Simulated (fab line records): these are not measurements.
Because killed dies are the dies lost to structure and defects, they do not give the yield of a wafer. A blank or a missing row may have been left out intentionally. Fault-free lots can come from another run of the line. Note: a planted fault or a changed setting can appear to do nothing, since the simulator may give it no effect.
Code-filled problem report in 8D (eight disciplines) form    flow n5-finfet    the parts of the form that need people (team, actions taken, sign-off) are left out

## 1. THE PROBLEM
On 2 wafers of 1 lot, killed_at_M4_up at N5_PASSIVATION_PROBE_49 has a mean of 87; fault-free wafers read 13, standard deviation 5.2. That is +14 standard deviations from the usual mean.
First observed at day 15 21:10: wafer L110.3, on prober-01. The record holds 3 wafers of 1 lot with a number at this step. The rule behind "out" and "out of limits": a value lying over 4 standard deviations away from the usual mean. The rest of the wafers with a number are treated as sound.

## 2. WHAT IT IS, AND WHAT IT ISN'T
question                     is                 is not
which readings at this step  killed_at_M4_up    killed_at_M0_to_M3, killed-at-contacts, killed-at-other, killed-open, killed-short
which lots                   L110               -
which wafers of those lots   L110.3, L110.6     L110.2
read on which tools          prober-01          -
when                         from day 15 21:10  up to then (1 sound wafer)

## 3. WHAT RULES OUT EACH SUSPECT
Counting: any tool at a process step up to the reading remains a suspect provided it ran every lot that is out. Sound lots after the first of them don't rule it out here, since some wafers of a struck lot are sound.
- rie-diel-01 at N5_BEOL_M9_DESCUM_16 (chemistry O2, time 7.9 s): kept. It ran the lot that is out, L110 (day 12 16:14).
- rie-diel-01 at N5_BEOL_M9_ETCH_61 (etches SiARC in CF4, target depth 39 nm, time 65 s): kept. It ran the lot that is out, L110 (day 12 16:16).
- rie-diel-01 at N5_BEOL_M9_STRIP_67 (strips in CF4): kept. It ran the lot that is out, L110 (day 12 16:28).
- rie-diel-02 at N5_BEOL_M9_DESCUM_33 (chemistry O2, time 7 s): kept. It ran the lot that is out, L110 (day 12 17:52).
- prober-01 at N5_PASSIVATION_PROBE_49: kept. It ran the lot that is out, L110 (day 15 21:07). Out on those wafers are its own readings of killed_at_M4_up.
- Within rie-diel-01 at N5_BEOL_M9_DESCUM_16: the wafers that are out ran in chamber 0; their sound lot-mates ran in chamber 2.
- Within rie-diel-01 at N5_BEOL_M9_ETCH_61: the wafers that are out ran in chamber 0; their sound lot-mates ran in chamber 2.
- Within rie-diel-01 at N5_BEOL_M9_STRIP_67: the wafers that are out ran in chamber 0; their sound lot-mates ran in chamber 2.
- Within rie-diel-02 at N5_BEOL_M9_DESCUM_33: the wafers that are out ran in chambers 0, 1; their sound lot-mates ran in chamber 3.
Left after counting: rie-diel-01 at N5_BEOL_M9_DESCUM_16, rie-diel-01 at N5_BEOL_M9_ETCH_61, rie-diel-01 at N5_BEOL_M9_STRIP_67, rie-diel-02 at N5_BEOL_M9_DESCUM_33, prober-01 at N5_PASSIVATION_PROBE_49.

## 4. THE CAUSE (what the simulator had put in)
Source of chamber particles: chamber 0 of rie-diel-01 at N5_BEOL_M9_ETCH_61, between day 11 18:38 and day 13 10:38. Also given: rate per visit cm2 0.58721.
After counting, 5 suspects remain, this tool included.

## 5. SEQUENCE OF EFFECTS, ordered by route
One row per reading whose mean, taken over the struck wafers that have a number, lies over 3 standard deviations from the usual. Scope: only readings with a usual standard deviation given in the record; hours: median across lots of the time from each lot's start at the first step in this table that gives one to its start at this step; sigmas: change in usual standard deviations.
hours  step                     reading               usual   on struck wafers  change  sigmas
0      N5_BEOL_M9_INSPECT_30    raw-defect-count      402     750               +348    +3.7
76     N5_PASSIVATION_PROBE_49  defect-limited-yield  91.4 %  84.7              -6.7    -4.2
76     N5_PASSIVATION_PROBE_49  killed_at_M4_up       13      87                +74     +14
76     N5_PASSIVATION_PROBE_49  killed-dies           102     180               +78     +4.1
76     N5_PASSIVATION_PROBE_49  killed-on-rim         13      32                +18     +4.3
76     N5_PASSIVATION_PROBE_49  sort_bin_5_function   5.1 %   9.2               +4.2    +3.8
76     N5_PASSIVATION_PROBE_49  sort-n-pass           1078    1000              -78     -4.1
76     N5_PASSIVATION_PROBE_49  sort-yield-pct        91.4 %  84.7              -6.7    -4.2
Here are the process steps it includes:
- N5_PASSIVATION_PROBE_49

## 6. WHAT WOULD HAVE CAUGHT IT SOONER
99 hours passed between the start of the fault at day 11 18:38 and the first reading out of limits in this record, taken at day 15 21:10.
Of the tool readings at N5_BEOL_M9_ETCH_61 for which the record gives a usual standard deviation, none was out on any struck wafer, so an alarm limit of 4 standard deviations on them would not have fired.
By day 15 21:10 the whole set of lots that are out, 1 in number, had already begun N5_BEOL_M9_ETCH_61 on rie-diel-01. None of them would have been spared by holding the tool at that moment.
